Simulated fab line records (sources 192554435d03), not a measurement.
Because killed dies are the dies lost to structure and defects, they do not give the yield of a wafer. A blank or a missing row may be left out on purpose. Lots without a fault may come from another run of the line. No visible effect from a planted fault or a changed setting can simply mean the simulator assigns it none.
Chamber matching	flow n5 finfet	N5_BEOL_M5_CURE_80 on uv cure-02: 3 sister chambers
The step cures SiCOH lowk, time 120 s. 3 wafers are shown with their chamber, then 7 later ones without.

== WAFERS PAIRED WITH THEIR CHAMBERS ==
wafer	chamber	wafer_temp_C_max
L758.6	0	372.9
L773.5	1	370.6
L776.4	2	372.0

== WAFERS MISSING THEIR CHAMBER ==
wafer	wafer_temp_C_max
L776.5	371.8
L778.2	372.2
L778.4	372.8
L778.6	372.2
L777.2	370.9
L777.3	370.7
L777.5	370.6

== WHICH CHAMBER EACH WENT THROUGH ==
wafer	from the rows above	in truth
L776.5	2	2
L778.2	2	2
L778.4	0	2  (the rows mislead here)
L778.6	2	2
L777.2	1	1
L777.3	1	1
L777.5	1	1
Placed correctly: 6 of 7. From these rows, 0 cannot be placed. Placed wrongly: 1.
How it was worked out, from the rows above alone: a wafer's distance from a chamber is the root of the sum, over the readings, of the square of ((its reading less the chamber's mean) divided by the reading's scatter). The wafer belongs to the nearest chamber; if the next one is less than 2 further off, it can't be placed. Each chamber's mean is taken over the wafers shown for it. The scatter: root of mean squared gap, hidden wafer to nearest shown wafer, with one shown wafer a chamber.
